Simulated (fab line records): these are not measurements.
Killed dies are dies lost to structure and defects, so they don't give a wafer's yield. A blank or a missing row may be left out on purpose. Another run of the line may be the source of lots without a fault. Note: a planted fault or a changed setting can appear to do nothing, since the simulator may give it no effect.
The tool behind it: which one?    flow n5_finfet    36 wafers from 12 lots sampled at 4 of the route's 1938 steps

## WHAT EACH GAUGE READ, for each wafer
N5_BEOL_M0_SAQP_OVL_MEAS_15.
lot   measured      on          M0_CORE_OVL (nm)
L075  day 5 14:30   overlay-02  0.0 -0.1 -0.6
L077  day 6 07:47   overlay-01  0.7 0.6 -0.2
L080  day 7 02:19   overlay-01  -0.3 -1.1 0.0
L082  day 7 08:10   overlay-02  0.6 0.4 0.7
L083  day 7 15:51   overlay-02  -1.4 -0.6 -0.8
L085  day 8 08:14   overlay-02  -1.5 0.0 0.0
L087  day 8 15:51   overlay-01  0.9 0.6 0.7
L089  day 9 03:14   overlay-01  0.2 -0.3 1.3
L091  day 9 18:35   overlay-02  -0.3 -0.3 0.1
L093  day 10 03:14  overlay-02  -0.2 0.6 -0.5
L095  day 10 20:38  overlay-01  -0.2 -1.1 -0.6
L097  day 11 04:50  overlay-01  0.3 1.0 0.1

## WHAT TOOL EACH LOT RAN ON (gives the tool, then ch and the chambers of the sampled wafers, and finally the start)
lot   N5_MOL_CONTACT_COAG_STRIP_72       N5_BEOL_M0_SAQP_ILD_DEP_01       N5_BEOL_M0_SAQP_PECVD_04
L075  rie_diel-01 ch 1,2,3, day 5 06:55  pecvd-03 ch 0,1,2, day 5 11:18   pecvd-01 ch 0,2, day 5 13:52
L077  rie_diel-03 ch 0,3, day 5 22:01    pecvd-01 ch 0,1, day 6 03:20     pecvd-02 ch 0,1, day 6 07:19
L080  rie_diel-03 ch 2,3, day 6 20:47    pecvd-02 ch 0,1,2, day 7 01:10   pecvd-03 ch 0,1, day 7 01:43
L082  rie_diel-01 ch 0,1, day 7 00:07    pecvd-01 ch 0,2, day 7 07:10     pecvd-03 ch 0,1, day 7 07:41
L083  rie_diel-01 ch 0,3, day 7 07:53    pecvd-03 ch 0,1, day 7 12:18     pecvd-01 ch 0,1, day 7 15:13
L085  rie_diel-03 ch 0,1,3, day 8 01:33  pecvd-03 ch 0,1, day 8 06:05     pecvd-02 ch 1,2, day 8 07:34
L087  rie_diel-03 ch 1,2, day 8 07:08    pecvd-03 ch 0,1,2, day 8 13:51   pecvd-01 ch 0,1, day 8 15:22
L089  rie_diel-03 ch 1,2,3, day 8 21:17  pecvd-02 ch 1,2, day 9 01:44     pecvd-02 ch 0,1,2, day 9 02:45
L091  rie_diel-04 ch 0,1,2, day 9 11:18  pecvd-03 ch 0,2, day 9 16:02     pecvd-03 ch 0,2, day 9 18:04
L093  rie_diel-03 ch 0,1,2, day 9 20:57  pecvd-01 ch 0,1,2, day 10 01:20  pecvd-02 ch 0,2, day 10 02:35
L095  rie_diel-04 ch 2,3, day 10 11:53   pecvd-02 ch 0,1,2, day 10 16:35  pecvd-02 ch 0,2, day 10 20:02
L097  rie_diel-01 ch 2,3, day 10 21:37   pecvd-01 ch 0,1,2, day 11 02:01  pecvd-01 ch 0,1,2, day 11 04:15
- N5_MOL_CONTACT_COAG_STRIP_72: strips in N2/H2.
- N5_BEOL_M0_SAQP_ILD_DEP_01: deposits SiOC from DEMS/O2, target thk 45.419 nm, time 8.7 s.
- N5_BEOL_M0_SAQP_PECVD_04: deposits a-Si from SiH4/He, target thk 60 nm, time 60.2 s.

## THE ANSWER, worked out from the rows above alone
Rule: the usual values come from the lots themselves. The widest of any qualifying gaps counts: lots, ordered by their means at a reading, are off when they make up no more than a third of the lots, leave a main group of 4 or more, and stand apart from it by 3 or more times the standard deviation of that group's means. Not used: any main group whose means are identical at the precision the tables above print for the reading. Also off: a lot with no number at a reading for which 4 or more lots have one. Where the step has rows for the other lots, those lots are counted as sound.
No lot is off on any of the readings shown, so nothing can be concluded from this.

## WHAT THE SIMULATOR PUT IN
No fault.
